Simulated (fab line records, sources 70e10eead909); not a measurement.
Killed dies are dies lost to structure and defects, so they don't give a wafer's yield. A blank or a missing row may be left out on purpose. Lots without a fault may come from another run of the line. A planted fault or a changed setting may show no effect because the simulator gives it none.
fab line records | flow nand_harc
record lots=10 wafers=30 last_day=34
route steps=1302 shown A_CHANNEL_HOLE_D2@587 END@1302
lots that met no fault: from a run of the same line without faults
start_h: hours from the record's first day to the start of the lot's first wafer shown | wait_h: hours since the lot's step before | " the same as in the row above | L1.1+2: a row that stands for several wafers | - no value, or no start given | * or withheld: withheld | < > ~ a bound
route shown NAME@n: a module of which the file shows steps, and the number in the route of the first | usual: mean/standard deviation of fault-free wafers | same: alike in all rows | chamber/n: place in a boat | sites: the reading at each site | _std_site: their standard deviation | _edge_site: outer sites' mean less inner sites' | radius_mm: how far each site lies from the wafer's centre | mask NAME#n: copy n | behind: the tool/chamber that last shaped the wafer | hold: why the lot was held/for how many hours/how that ended | device: the transistor (n, p or np) that didn't switch | end of line: the same wafers' tests at the end of the route | a step without rows: its recipe alone | killed: dies lost to structure and defects at the first sort, not the wafer's yield | map: a wafer's dies, x killed, . not, _ none there
set.NAME: the setting as run; set.NAME@STEP: as run at that earlier step | model.NAME: the simulator's own value behind a step, which no gauge read
steps of the route over a sample of lots; a table a step, a row a wafer
services: from which hour (start_h, from the record's first day; less than 0 if before it) a tool's chamber was out of use, for how many hours, and why
## steps
# step NHARC_A_CHANNEL_HOLE_D2_ETCH_39
# recipe target_depth_a=2600 over_etch_frac=0.3 time_s=325 ion_energy_ev=200 n2_flow_sccm=150 h2_flow_sccm=150 ar_flow_sccm=0 rf_w=400 bias_w=150 chemistry=N2/H2
# usual bias_w=150.1/0.42 chamber_pressure_mTorr=29.999/0.027 drypump_motor_current_A=5.6/0.41 oes_product_au=1.004/0.011 rf_vpp_V=430.8/3 showerhead_plenum_p_Torr=2.05/0.1 throttle_valve_pct=14.171/0.0088
# columns lot.wafer tool chamber start_h wait_h bias_w chamber_pressure_mTorr drypump_motor_current_A oes_product_au rf_hours_counter_h rf_vpp_V showerhead_plenum_p_Torr throttle_valve_pct
L729.2 rie_diel-06 1 306.35 - 149.5 29.970 5.1 1.010 10.3 431.6 2.05 14.184
L729.5 " 1 " " 149.5 29.950 5.1 1.019 - 430.5 2.05 14.177
L729.6 " 2 " " 149.9 29.984 5.5 1.000 - 426.4 1.90 14.172
L728.4 rie_diel-08 0 308.40 - 151.1 30.027 5.7 1.015 5.0 428.4 1.95 14.155
L728.1 " 1 " " 150.5 30.043 5.1 1.002 3.5 428.7 1.96 14.164
L728.6 " 3 " " 149.9 29.974 5.5 1.000 - 432.2 2.20 14.174
L732.3 rie_diel-08 3 338.14 - 150.1 30.019 5.5 1.002 6.3 434.8 2.20 14.172
L732.5 " 3 " " 149.6 29.997 5.5 1.002 - 434.3 2.20 14.160
L732.6 " 0 " " 150.6 30.063 5.7 1.022 - 428.7 1.95 14.180
L738.2 rie_diel-06 1 397.16 - 149.9 30.010 5.1 0.999 2.5 432.1 2.05 14.175
L738.3 " 2 " " 149.8 30.040 5.5 1.006 3.2 426.5 1.90 14.166
L738.6 " 1 " " 150.1 30.013 5.1 0.996 - 432.8 2.05 14.171
L739.4 rie_diel-06 1 404.17 - 150.1 29.980 5.1 1.000 3.3 434.0 2.05 14.182
L739.1 " 2 " " 150.7 30.021 5.5 1.015 4.0 426.8 1.90 14.175
L739.3 " 3 " " 149.8 29.989 5.8 1.013 4.3 433.8 2.15 14.161
L742.1 rie_diel-08 1 444.68 - - - - - - - - -
L742.6 " 2 " " - - - - - - - -
L742.5 " 3 " " - - - - - - - -
L744.1 rie_diel-06 0 463.96 - - - - - - - - -
L744.4 " 1 " " - - - - - - - -
L744.5 " 3 " " - - - - - - - -
L745.3 rie_diel-08 2 475.23 - - - - - - - - -
L745.2 " 3 " " - - - - - - - -
L745.1 " 0 " " - - - - - - - -
L746.1 rie_diel-06 2 475.79 - 150.0 30.016 5.5 0.994 9.2 424.3 1.90 14.154
L746.3 " 3 " " 149.5 29.983 5.7 1.006 10.3 434.5 2.15 14.161
L746.4 " 0 " " 149.4 29.976 5.5 0.998 9.0 432.1 2.08 14.169
L750.2 rie_diel-12 1 519.36 - 150.7 29.986 5.8 1.004 3.5 431.8 2.09 14.161
L750.1 " 0 " " 150.0 30.001 5.9 1.002 4.4 433.5 2.16 14.178
L750.6 " 2 " " 150.0 29.995 5.9 1.010 - 426.8 1.90 14.158
# step NHARC_A_CHANNEL_HOLE_D2_ETCH_34
# recipe target_depth_a=1540 time_s=77 cf4_flow_sccm=100 chf3_flow_sccm=30 ar_flow_sccm=0 rf_w=500 bias_w=200 chemistry=CF4/CHF3
# usual bias_w=200.1/0.59 cf4_flow_sccm=100.0/0.3 chf3_flow_sccm=30.00/0.091 drypump_motor_current_A=5.6/0.4 oes_product_au=0.964/0.019 rf_vpp_V=371.0/2.6 showerhead_plenum_p_Torr=1.58/0.072 throttle_valve_pct=16.801/0.0094
# columns lot.wafer tool chamber start_h wait_h bias_w cf4_flow_sccm chf3_flow_sccm drypump_motor_current_A oes_product_au rf_hours_counter_h rf_vpp_V showerhead_plenum_p_Torr throttle_valve_pct
L729.2 rie_diel-06 0 - - 201.1 100.0 30.04 5.5 0.935 10.1 372.8 1.61 16.806
L729.5 " 1 " " 200.7 99.7 29.88 5.1 0.930 - 370.6 1.58 16.805
L729.6 " 2 " " 199.5 99.6 29.94 5.5 0.930 - 367.9 1.48 16.813
L728.4 rie_diel-08 1 - - 200.1 99.7 29.95 5.1 0.958 3.6 368.8 1.52 16.794
L728.1 " 2 " " 199.5 100.0 29.98 5.1 0.960 5.3 371.2 1.59 16.807
L728.6 " 1 " " 201.2 100.2 30.12 5.0 0.949 - 369.1 1.52 16.820
L732.3 rie_diel-08 3 - - 200.5 100.2 30.01 5.5 0.962 6.4 373.8 1.69 16.804
L732.6 " 3 " " 200.6 100.1 30.19 5.5 0.954 - 374.3 1.69 16.812
L732.5 " 0 " " 200.3 100.7 30.09 5.7 0.997 - 369.8 1.51 16.811
L738.2 rie_diel-06 1 - - 199.3 100.0 30.20 5.1 0.957 2.6 370.8 1.58 16.814
L738.3 " 3 " " 199.8 99.9 29.93 5.7 0.977 3.9 373.9 1.65 16.808
L738.6 " 1 " " 198.9 100.2 29.85 5.1 0.970 - 370.4 1.58 16.796
L739.1 rie_diel-06 2 - - 200.0 99.9 29.90 5.5 0.981 4.0 368.0 1.47 16.804
L739.3 " 3 " " 200.6 99.9 29.99 5.7 0.977 4.4 374.2 1.65 16.801
L739.4 " 0 " " 201.1 100.3 30.02 5.5 0.969 3.7 371.7 1.61 16.783
L742.1 rie_diel-08 1 - - 200.9 100.1 30.15 5.1 0.934 2.7 369.1 1.52 16.795
L742.6 " 2 " " 200.8 100.0 29.95 5.1 0.966 - 370.7 1.58 16.799
L742.5 " 3 " " 201.3 100.0 30.10 5.4 0.973 - 374.4 1.68 16.788
L744.4 rie_diel-06 3 - - 199.5 100.1 29.89 5.7 0.947 8.7 373.0 1.65 16.782
L744.1 " 0 " " 199.7 100.3 30.00 5.5 0.933 8.1 371.4 1.60 16.818
L744.5 " 2 " " 200.1 99.9 30.04 5.5 0.922 - 367.0 1.47 16.815
L745.1 rie_diel-08 3 - - 199.7 100.4 29.88 5.5 0.922 4.4 374.8 1.68 16.805
L745.2 " 1 " " 200.2 99.9 29.96 5.0 0.921 4.1 368.2 1.52 16.802
L745.3 " 2 " " 200.7 100.5 30.03 5.1 0.934 4.3 371.4 1.58 16.797
L746.1 rie_diel-06 0 - - 199.8 99.9 29.93 5.5 0.981 9.1 371.6 1.61 16.810
L746.4 " 1 " " 199.3 100.3 29.94 5.1 0.983 8.1 371.3 1.58 16.785
L746.3 " 2 " " 200.0 100.1 30.11 5.5 0.967 9.4 365.2 1.47 16.814
L750.2 rie_diel-12 1 - - 201.0 100.5 30.05 5.8 0.973 3.6 372.2 1.61 16.812
L750.1 " 0 " " 199.5 100.1 30.05 5.9 0.961 4.5 372.3 1.66 16.810
L750.6 " 2 " " 200.9 99.7 30.07 5.9 0.986 - 367.4 1.48 16.820
# step NHARC_A_CHANNEL_HOLE_D2_ETCH_16
# recipe target_depth_a=31000 over_etch_frac=0.3 time_s=806 ion_energy_ev=150 o2_flow_sccm=400 cos_flow_sccm=20 ar_flow_sccm=0 rf_w=500 bias_w=300 chemistry=O2/COS
# usual bias_w=299.9/0.9 chamber_pressure_mTorr=19.998/0.018 drypump_motor_current_A=5.6/0.4 oes_product_au=1.003/0.011 rf_vpp_V=314.6/2.3 showerhead_plenum_p_Torr=3.15/0.14 throttle_valve_pct=28.329/0.0085
# columns lot.wafer tool chamber start_h wait_h bias_w chamber_pressure_mTorr drypump_motor_current_A oes_product_au rf_hours_counter_h rf_vpp_V showerhead_plenum_p_Torr throttle_valve_pct
L729.2 rie_diel-06 0 - - 302.1 20.011 5.5 1.001 10.2 313.8 3.19 28.330
L729.6 " 1 " " 299.2 20.010 5.1 0.998 - 313.4 3.14 28.344
L729.5 " 2 " " 301.1 20.000 5.5 1.005 - 310.9 2.93 28.324
L728.1 rie_diel-08 0 - - 299.8 19.990 5.7 1.017 5.2 311.8 2.99 28.335
L728.4 " 1 " " 300.9 19.981 5.1 1.001 3.7 312.0 3.01 28.335
L728.6 " 1 " " 301.7 19.958 5.1 1.003 - 312.5 3.01 28.327
L732.3 rie_diel-08 3 - - 299.7 20.015 5.5 1.000 6.6 317.2 3.34 28.336
L732.6 " 3 " " 300.2 20.008 5.5 0.982 - 318.2 3.34 28.333
L732.5 " 0 " " 298.6 19.997 5.7 1.018 - 312.2 2.99 28.323
L738.3 rie_diel-06 1 - - 299.9 20.016 5.1 1.014 2.8 313.9 3.14 28.326
L738.2 " 3 " " 301.4 20.050 5.8 1.018 4.0 316.2 3.28 28.342
L738.6 " 1 " " 300.1 20.001 5.1 1.000 - 316.4 3.14 28.340
L739.4 rie_diel-06 1 - - 299.9 19.980 5.1 1.001 3.5 316.1 3.14 28.332
L739.1 " 2 " " 299.0 20.014 5.5 1.005 4.2 309.9 2.93 28.324
L739.3 " 3 " " 299.8 19.990 5.7 1.011 4.5 316.3 3.28 28.326
L742.1 rie_diel-08 1 - - 301.3 20.007 5.0 0.987 2.9 311.5 3.01 28.329
L742.6 " 1 " " 300.5 20.015 5.1 0.984 - 310.2 3.01 28.335
L742.5 " 2 " " 299.8 20.001 5.0 1.001 - 315.0 3.14 28.334
L744.1 rie_diel-06 0 - - 296.6 19.974 5.5 1.015 8.2 315.1 3.18 28.327
L744.4 " 1 " " 300.8 19.988 5.1 0.999 7.1 314.4 3.13 28.323
L744.5 " 3 " " 300.7 19.959 5.7 1.016 - 316.0 3.28 28.329
L745.2 rie_diel-08 3 - - 301.1 20.003 5.5 0.990 4.6 318.1 3.34 28.320
L745.3 " 1 " " 299.4 20.011 5.1 0.979 4.3 312.6 3.01 28.315
L745.1 " 2 " " 299.0 19.987 5.1 1.011 4.4 313.4 3.14 28.337
L746.3 rie_diel-06 0 - - 300.3 20.002 5.5 0.998 9.2 314.5 3.18 28.336
L746.4 " 1 " " 300.4 19.978 5.1 1.002 8.2 315.1 3.13 28.327
L746.1 " 2 " " 298.3 19.972 5.5 0.998 9.5 311.3 2.92 28.331
L750.1 rie_diel-12 0 - - 300.1 19.999 5.9 1.007 4.6 315.7 3.30 28.317
L750.2 " 1 " " 298.2 20.002 5.8 1.002 3.8 314.6 3.19 28.336
L750.6 " 3 " " 299.3 20.007 6.5 1.004 - 317.0 3.28 28.345
# step NHARC_A_CHANNEL_HOLE_D2_ETCH_19
# recipe bias_v=1200 source_w=2500 pressure_mtorr=15 time_s=34.5 ar_flow_sccm=375 c4f8_flow_sccm=28.8 o2_flow_sccm=96.2 temp_c=-20 target_depth_a=* chemistry=C4F8/O2/Ar
# usual bias_v=1199/13 c4f8_flow_sccm=28.81/0.092 drypump_motor_current_A=5.74/0.15 showerhead_plenum_p_Torr=3.69/0.16 throttle_valve_pct=37.037/0.0091
# columns lot.wafer tool chamber start_h wait_h bias_v c4f8_flow_sccm drypump_motor_current_A rf_hours_counter_h showerhead_plenum_p_Torr throttle_valve_pct
L729.2 har_etch-02 0 307.36 0.1 1213 28.83 5.79 359 3.51 37.053
L729.6 " 0 " " 1208 28.84 5.77 - 3.51 37.028
L729.5 " 1 " " 1196 28.84 5.94 - 3.77 37.026
L728.1 har_etch-01 1 309.77 0.5 1218 28.73 5.59 161 3.67 37.036
L728.4 " 0 " " 1195 29.03 5.61 - 3.55 37.045
L728.6 " 1 " " 1208 28.70 5.59 - 3.67 37.038
L732.3 har_etch-02 1 343.91 4.8 1208 28.79 5.97 - 3.75 37.021
L732.6 " 1 " " 1201 28.90 5.93 - 3.75 37.048
L732.5 " 0 " " 1209 28.89 5.75 - 3.50 37.036
L738.2 har_etch-01 0 402.07 4.0 1213 28.85 5.57 218 3.52 37.030
L738.3 " 0 " " 1194 28.94 5.58 - 3.52 37.037
L738.6 " 1 " " 1180 28.86 5.58 - 3.64 37.042
L739.1 har_etch-02 1 405.15 0.1 1227 28.74 5.94 8 3.74 37.039
L739.4 " 1 " " 1224 28.79 5.97 - 3.74 37.040
L739.3 " 0 " " 1209 28.80 5.78 - 3.98 37.042
L742.1 har_etch-01 1 445.61 0.1 1182 28.87 5.59 245 3.62 37.033
L742.6 " 1 " " 1228 28.87 5.60 - 3.62 37.033
L742.5 " 0 " " 1179 28.97 5.58 - 3.51 37.046
L744.1 har_etch-01 0 464.96 0.1 1184 28.82 5.58 248 3.51 37.035
L744.4 " 1 " " 1206 28.81 5.62 - 3.62 37.051
L744.5 " 1 " " 1191 28.80 5.61 - 3.62 37.043
L745.1 har_etch-02 1 478.66 2.5 1186 28.81 5.97 46 3.72 37.032
L745.2 " 0 " " 1178 28.91 5.77 46 3.96 37.022
L745.3 " 1 " " 1183 28.80 5.97 - 3.72 37.037
L746.1 har_etch-01 1 482.22 5.5 1218 28.90 5.58 260 3.62 37.017
L746.3 " 1 " " 1206 28.59 5.60 - 3.62 37.029
L746.4 " 0 " " 1198 28.94 5.58 - 3.50 37.045
L750.2 har_etch-01 0 521.12 0.8 1207 28.78 5.58 290 3.48 37.045
L750.1 " 1 " " 1180 28.96 5.59 290 3.60 37.035
L750.6 " 0 " " 1190 28.81 5.58 - 3.48 37.053
# step NHARC_END_SORT_01
# recipe temp_c=25
# usual killed_at_array=57/18 killed_at_other=0.8/1 killed_at_periphery=3.9/2.8 killed_dies=62/18 killed_open=3.4/1.8 killed_short=2.2/1.6
# same gross_dies=677
# columns lot.wafer tool chamber start_h wait_h killed_at_array killed_at_other killed_at_periphery killed_dies killed_open killed_short
L742.1 prober-01 0 704.87 2.5 677 0 0 677 3 1
L742.5 prober-01 0 708.03 3.7 674 0 3 677 4 0
L742.6 prober-01 0 708.82 3.9 676 0 1 677 3 3
L744.1 prober-01 0 740.99 2.5 673 2 2 677 5 0
L744.4 prober-01 0 743.41 3.4 674 2 1 677 5 2
L744.5 prober-01 0 744.21 3.7 671 0 6 677 7 2
L745.1 prober-02 0 748.90 2.5 669 2 6 677 0 2
L745.2 prober-02 0 749.68 2.8 672 0 5 677 1 0
L745.3 prober-02 0 750.47 3.1 670 0 7 677 5 6
L746.1 prober-01 0 748.94 2.5 86 0 9 95 0 1
L746.3 prober-01 0 750.54 3.1 97 0 1 98 2 4
L746.4 prober-01 0 751.34 3.4 111 2 2 115 5 4
# killed by level:class
L742.1 A_CHANNEL_HOLE_D2:area_etch=603 A_CHANNEL_HOLE_D2:chamber_film_flake=29 A_CHANNEL_HOLE_D1:chamber_film_flake=29 A_CONTACT:chamber_film_flake=7 A_SLIT:chamber_film_flake=4 A_CHANNEL_FILL_D1:geometric_particle:open=2 A_CHANNEL_HOLE_D1:geometric_particle:short=1 A_M0:geometric_particle:open=1
L742.5 A_CHANNEL_HOLE_D2:area_etch=611 A_CHANNEL_HOLE_D1:chamber_film_flake=34 A_CHANNEL_HOLE_D2:chamber_film_flake=15 A_SLIT:chamber_film_flake=4 A_CONTACT:chamber_film_flake=3 P_ZERO_WELL:chamber_film_flake=2 A_SGD_CUT:chamber_film_flake=2 A_STAIRCASE:chamber_film_flake=2
L742.6 A_CHANNEL_HOLE_D2:area_etch=607 A_CHANNEL_HOLE_D1:chamber_film_flake=29 A_CHANNEL_HOLE_D2:chamber_film_flake=20 A_SLIT:chamber_film_flake=8 A_CONTACT:chamber_film_flake=5 A_STAIRCASE:chamber_film_flake=2 P_M1:geometric_particle:short=1 A_ONON_D1:geometric_particle:open=1
L744.1 A_CHANNEL_HOLE_D2:area_etch=599 A_SLIT:chamber_film_flake=31 A_CHANNEL_HOLE_D2:chamber_film_flake=22 A_CHANNEL_HOLE_D1:chamber_film_flake=8 A_CONTACT:chamber_film_flake=3 A_STAIRCASE:chamber_film_flake=2 THIN_TSV:chamber_film_flake=2 P_M0:geometric_particle:open=1
L744.4 A_CHANNEL_HOLE_D2:area_etch=607 A_SLIT:chamber_film_flake=23 A_CHANNEL_HOLE_D2:chamber_film_flake=17 A_CHANNEL_HOLE_D1:chamber_film_flake=10 A_STAIRCASE:chamber_film_flake=4 A_SGD_CUT:chamber_film_flake=2 A_CONTACT:chamber_film_flake=2 THIN_TSV:chamber_film_flake=2
L744.5 A_CHANNEL_HOLE_D2:area_etch=603 A_CHANNEL_HOLE_D2:chamber_film_flake=23 A_SLIT:chamber_film_flake=22 A_CHANNEL_HOLE_D1:chamber_film_flake=8 A_CONTACT:chamber_film_flake=5 P_GATE:geometric_particle:open=3 A_STAIRCASE:chamber_film_flake=3 P_M0:geometric_particle:open=2
L745.1 A_CHANNEL_HOLE_D2:area_etch=639 A_CHANNEL_HOLE_D1:chamber_film_flake=7 P_M1:chamber_film_flake=5 A_SLIT:chamber_film_flake=5 A_CONTACT:chamber_film_flake=5 A_DECK1_JOINT:chamber_film_flake=2 A_CHANNEL_FILL_D1:chamber_film_flake=2 A_STAIRCASE:chamber_film_flake=2
L746.1 A_CHANNEL_HOLE_D1:chamber_film_flake=25 A_CHANNEL_HOLE_D2:chamber_film_flake=25 A_SLIT:chamber_film_flake=22 P_M1:chamber_film_flake=5 A_BONDPAD:chamber_film_flake=4 P_GATE:chamber_film_flake=3 A_DECK1_JOINT:chamber_film_flake=3 A_WL_FILL:chamber_film_flake=2
L745.2 A_CHANNEL_HOLE_D2:area_etch=635 A_CHANNEL_HOLE_D1:chamber_film_flake=14 A_SLIT:chamber_film_flake=10 A_CONTACT:chamber_film_flake=4 A_STAIRCASE:chamber_film_flake=3 P_GATE:chamber_film_flake=2 P_M1:chamber_film_flake=2 A_ONON_D2:geometric_particle:open=1
L745.3 A_CHANNEL_HOLE_D2:area_etch=635 A_CHANNEL_HOLE_D1:chamber_film_flake=8 A_STAIRCASE:chamber_film_flake=5 A_CONTACT:chamber_film_flake=4 A_BONDPAD:chamber_film_flake=4 P_M1:chamber_film_flake=3 P_M2:geometric_particle:short=2 A_SOURCE_PLATE:geometric_particle:open=2
L746.3 A_CHANNEL_HOLE_D1:chamber_film_flake=28 A_CHANNEL_HOLE_D2:chamber_film_flake=28 A_SLIT:chamber_film_flake=23 A_STAIRCASE:chamber_film_flake=6 A_M1:chamber_film_flake=2 A_ONON_D1:geometric_particle:short=1 A_CHANNEL_HOLE_D2:geometric_particle:short=1 A_CHANNEL_FILL_D2:geometric_particle:open=1
L746.4 A_SLIT:chamber_film_flake=32 A_CHANNEL_HOLE_D1:chamber_film_flake=31 A_CHANNEL_HOLE_D2:chamber_film_flake=22 A_CONTACT:chamber_film_flake=7 A_BONDPAD:chamber_film_flake=4 A_CHANNEL_FILL_D1:geometric_particle:short=2 A_ZERO_WELL:chamber_film_flake=2 A_M1:chamber_film_flake=2
## services
# columns tool chamber start_h hours kind
rie_diel-12 3 283.44 5.6 repair
rie_diel-06 0 286.27 - clean
rie_diel-06 1 286.27 - clean
rie_diel-06 2 286.27 - clean
rie_diel-06 3 286.27 - clean
rie_diel-06 2 294.14 7.0 repair
rie_diel-06 - 307.27 9.0 pm
rie_diel-06 0 307.27 9.0 vent_cycle
rie_diel-06 1 307.27 9.0 vent_cycle
rie_diel-06 2 307.27 9.0 vent_cycle
rie_diel-06 3 307.27 9.0 vent_cycle
rie_diel-08 0 342.49 1.4 repair
rie_diel-06 2 342.62 1.2 repair
rie_diel-06 3 347.65 2.1 repair
rie_diel-08 - 367.80 9.0 pm
rie_diel-06 - 373.74 0.8 repair
har_etch-02 - 377.00 17.0 pm
rie_diel-12 0 383.72 7.1 repair
rie_diel-12 1 402.89 3.6 repair
rie_diel-08 - 405.18 0.2 repair
har_etch-02 - 441.44 0.3 repair
rie_diel-12 - 445.40 9.0 pm
rie_diel-06 - 484.27 9.0 pm
rie_diel-12 - 504.33 0.7 repair
## key
first_sign step=NHARC_A_CHANNEL_HOLE_D2_ETCH_39 reading=tool_record direction=missing
effect step=NHARC_END_SORT_01 reading=killed_dies direction=up sigmas=34 usual=62 struck=677
more_kills_born_at NHARC_A_CHANNEL_HOLE_D2_ETCH_39@rie_diel-08=3730 NHARC_A_CHANNEL_HOLE_D2_ETCH_39@rie_diel-06=1809
met_at NHARC_A_CHANNEL_HOLE_D2_ETCH_39
struck_lots L742,L744,L745
later_rows_left_out L742.1,L742.5,L742.6,L744.1,L744.4,L744.5,L745.1,L745.2,L745.3
tester_left_out L742,L744,L745
not_acting_at NHARC_A_CHANNEL_HOLE_D2_ETCH_34,NHARC_A_CHANNEL_HOLE_D2_ETCH_16,NHARC_A_CHANNEL_HOLE_D2_ETCH_19
onset_between 404.17 444.68
fault kind=skipped_step_whole tool=rie_diel-06,rie_diel-08 chamber=- onset_h=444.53 steps=NHARC_A_CHANNEL_HOLE_D2_ETCH_39 scope=struck_lots_only
# tester_left_out: of these lots the tester's yield and bins aren't shown, on N5 and GAA mostly nor the transistor test; their killed dies are dies lost to structure and defects alone, not to doping, threshold or leakage, so they don't give the yield
# later_rows_left_out: the simulator's readings of these wafers behind a module that went badly wrong aren't trusted and aren't shown, but for the sort
